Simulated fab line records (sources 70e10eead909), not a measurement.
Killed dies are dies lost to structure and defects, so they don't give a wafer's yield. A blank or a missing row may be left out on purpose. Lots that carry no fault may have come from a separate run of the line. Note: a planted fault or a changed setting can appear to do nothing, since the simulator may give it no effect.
Problem report in the 8D (eight disciplines) form, filled by code ; flow nandHarc ; the parts of the form that need people (team, actions taken, sign-off) are left out

## 1. THE ISSUE
Mean of oesProductAu at NHARC_A_STAIRCASE_ETCH_232: 0.746 a.u. across 2 wafers in 2 lots; on wafers with no fault it is 0.948 a.u. (standard deviation 0.014). That puts it -14 standard deviations away from the usual mean.
The step: etches the open film in C4F8/O2, target depth 100 nm, time 40.5 s.
The first sign was on wafer L301.1 at day 21 08:46, on rieDiel-10. At this step, 42 wafers from 14 lots have a number in the record. Rule for "out" (also "out of limits"): further than 4 standard deviations from the usual mean. The rest of the wafers with a number are treated as sound.

## 2. WHAT IT IS, AND WHAT IT ISN'T
question;is;is not
which readings at this step;oesProductAu;-
which lots;L301, L303;L291, L292, L293, L295, L296, L297, L299, L307, L309, L310, L312, L313
which wafers of those lots;L301.1, L303.4;L301.3, L301.6, L303.2, L303.5
read on which tools;rieDiel-10;rieDiel-06, rieDiel-12
when;from day 21 08:46;"up to then (23 sound wafers); but 17 sound wafers of L303, L307, L309, L310, L312, L313 came after"

## 3. WHAT RULES OUT EACH SUSPECT
Counting: a tool at a process step up to the reading stays a suspect if it ran every lot that is out. Sound lots after the first of them don't rule it out here, since some wafers of a struck lot are sound.
- rieDiel-10 at NHARC_A_STAIRCASE_TRIM_224 (chemistry O2, time 211.2 s): kept. It processed each lot that is out (first: L301, day 21 08:46); up to then, its last sound lot is L299 (day 19 20:14). NHARC_A_STAIRCASE_TRIM_224 gives no start for some lots, so the hours and the order of its lots are those of NHARC_A_STAIRCASE_ETCH_232.
- rieDiel-10 at NHARC_A_STAIRCASE_ETCH_230 (etches the open film in C4F8/O2, target depth 100 nm, time 40.5 s): kept. It processed each lot that is out (first: L301, day 21 08:46); up to then, its last sound lot is L299 (day 19 20:14). NHARC_A_STAIRCASE_ETCH_230 gives no start for some lots, so the hours and the order of its lots are those of NHARC_A_STAIRCASE_ETCH_232.
- rieDiel-10 at NHARC_A_STAIRCASE_ETCH_232 (etches the open film in C4F8/O2, target depth 100 nm, time 40.5 s): kept. It processed each lot that is out (first: L301, day 21 08:46); up to then, its last sound lot is L299 (day 19 20:14). Its own readings are out on those wafers: oesProductAu.
- In rieDiel-10 at NHARC_A_STAIRCASE_ETCH_232, the wafers that are out were processed in chamber 0 and their sound lot-mates in chambers 2, 3.
Left after counting: rieDiel-10 at NHARC_A_STAIRCASE_TRIM_224, rieDiel-10 at NHARC_A_STAIRCASE_ETCH_230, rieDiel-10 at NHARC_A_STAIRCASE_ETCH_232.

## 4. THE CAUSE (what the simulator had put in)
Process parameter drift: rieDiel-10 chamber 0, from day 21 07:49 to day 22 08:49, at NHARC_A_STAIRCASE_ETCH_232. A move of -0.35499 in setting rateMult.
This tool is one of the 3 suspects left after counting.

## 5. THE CHAIN OF EFFECTS, in route order
One row per reading whose mean, taken over the struck wafers that have a number, lies over 3 standard deviations from the usual. Only readings for which the record gives a usual standard deviation are gone through. hours: the time from each lot's start at the first step in this table that gives one to its start at this step, as a median over the lots. sigmas: the change in usual standard deviations.
hours;step;reading;usual;on struck wafers;change;sigmas
0;NHARC_A_STAIRCASE_ETCH_232;oesProductAu;0.948 a.u.;0.746;-0.202;-14
Process steps it contains:
- NHARC_A_STAIRCASE_ETCH_232: etches the open film in C4F8/O2, target depth 100 nm, time 40.5 s.

## 6. HOW IT WOULD HAVE BEEN CAUGHT EARLIER
In this record the first reading out of limits was taken at day 21 08:46, 1 hour after the fault began at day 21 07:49.
